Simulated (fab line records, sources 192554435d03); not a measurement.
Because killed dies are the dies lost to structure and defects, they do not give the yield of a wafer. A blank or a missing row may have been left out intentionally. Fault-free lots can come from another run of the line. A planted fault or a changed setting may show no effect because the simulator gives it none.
2 desks looking at one fault -- flow n5-finfet -- every desk sees just its own numbers, and what lay behind them comes last

== THE METROLOGY DESK ==
Means of the sampled wafers that have a number, per lot and without regard to the tool the lot ran on: this is what the gauges read. A lot is out of limits, marked OUT, if its mean lies more than 4 standard deviations from the usual mean; the brackets give that distance. 7 of its 10 readings are shown, namely those furthest out on some lot.
Columns: A = DIBL_N at N5_BEOL_M4_RC_MEAS_101, usual 35.8 mV/V; B = IOFF_N at N5_BEOL_M4_RC_MEAS_101, usual 0.150 nA/um; C = IOFF_P at N5_BEOL_M4_RC_MEAS_101, usual 0.194 nA/um; D = ION_P at N5_BEOL_M4_RC_MEAS_101, usual 456 uA/um; E = SS_N at N5_BEOL_M4_RC_MEAS_101, usual 71.4 mV/dec; F = VT_N at N5_BEOL_M4_RC_MEAS_101, usual 251 mV; G = VT_P at N5_BEOL_M4_RC_MEAS_101, usual -252 mV
lot,first seen here,A,B,C,D,E,F,G
L378,day 12 12:58,35.2,0.143,0.186,460,70.7,250,-252
L382,day 14 05:50,38.3,0.197,0.217,456,72.5,248,-251
L387,day 14 23:59,36.7,0.165,0.224,459,72.3,250,-247
L390,day 15 11:35,37.8,0.178,0.235,465,71.6,249,-249
This desk's verdict: no lot among the 4 shows anything out of limits.

== FOR THE TOOL OWNER'S DESK: litho-track-04 ==
The tool's own readings at N5_MOL_CONTACT_COAG_COAT_64 (time 60 s, resist thk 10 nm): means of the sampled wafers that have a number, for each lot that ran on this tool. A lot is out of limits, marked OUT, if its mean lies more than 4 standard deviations from the usual mean; the brackets give that distance.
Columns: A = spin-speed-rpm at N5_MOL_CONTACT_COAG_COAT_64, usual 1499.9 rpm
lot,first seen here,A
L378,day 7 20:44,1499.1
L382,day 8 22:13,1446.0 (-49) OUT
L387,day 10 01:41,1445.7 (-49) OUT
Finding of this desk: L382, L387 out of limits; the first was L382 at day 8 22:13, on spin-speed-rpm at N5_MOL_CONTACT_COAG_COAT_64. In limits: L378.

== ALL TOGETHER ==
An alarm could have come from the tool owner's desk at day 8 22:13, on L382, L387.
From the metrology desk's view, nothing was out of limits.
The metrology desk has L382, L387 on record, within its limits.
The lots listed all ran N5_MOL_CONTACT_COAG_COAT_64 on litho-track-04.

== WHAT THE SIMULATOR HAD PUT IN ==
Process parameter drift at N5_MOL_CONTACT_COAG_COAT_64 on litho-track-04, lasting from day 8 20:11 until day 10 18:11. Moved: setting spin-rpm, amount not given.
Shown lots that were struck: L382, L387.
Each desk's first reading out of limits, in hours after the fault started: the tool owner's desk, 2.
